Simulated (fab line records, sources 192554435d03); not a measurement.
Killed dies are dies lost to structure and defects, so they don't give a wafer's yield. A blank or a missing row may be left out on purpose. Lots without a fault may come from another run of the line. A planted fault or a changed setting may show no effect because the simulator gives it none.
Chamber matching | flow n5_finfet | N5_BEOL_M0_SAQP_ETCH_84 on rie_diel-06: 4 sister chambers
The step etches SOC in N2/H2, target depth 100 nm, overetch 20 nm, time 150 s. 4 wafers are shown with their chamber, then 10 later ones without.

WAFERS WITH THEIR CHAMBER
wafer  | chamber | showerhead_plenum_p_Torr (Torr)
L079.6 | 0       | 2.51
L082.5 | 2       | 2.55
L087.1 | 1       | 2.65
L087.4 | 3       | 2.46

WAFERS WITHOUT THEIR CHAMBER
wafer  | showerhead_plenum_p_Torr (Torr)
L087.5 | 2.50
L093.2 | 2.46
L093.4 | 2.54
L093.5 | 2.64
L094.3 | 2.50
L094.4 | 2.46
L094.5 | 2.54
L097.2 | 2.50
L097.3 | 2.64
L097.5 | 2.50

WHICH CHAMBER EACH WENT THROUGH
wafer  | from the rows above | in truth
L087.5 | 0                   | 0
L093.2 | 3                   | 3
L093.4 | 2                   | 2
L093.5 | 1                   | 1
L094.3 | 0                   | 0
L094.4 | 3                   | 3
L094.5 | 2                   | 2
L097.2 | 0                   | 0
L097.3 | 1                   | 1
L097.5 | 0                   | 0
Placed correctly: 10 of 10. Can't be placed from these rows: 0. Placed wrongly: 0.
How it was worked out, from the rows above alone: a wafer's distance from a chamber is the root of the sum, over the readings, of the square of ((its reading less the chamber's mean) divided by the reading's scatter). The wafer belongs to the nearest chamber; if the next one is less than 2 further off, it can't be placed. A chamber's mean is the mean of its shown wafers. The scatter: with one shown wafer a chamber, the root of the mean of the squares of how far each hidden wafer lies from its nearest shown one.
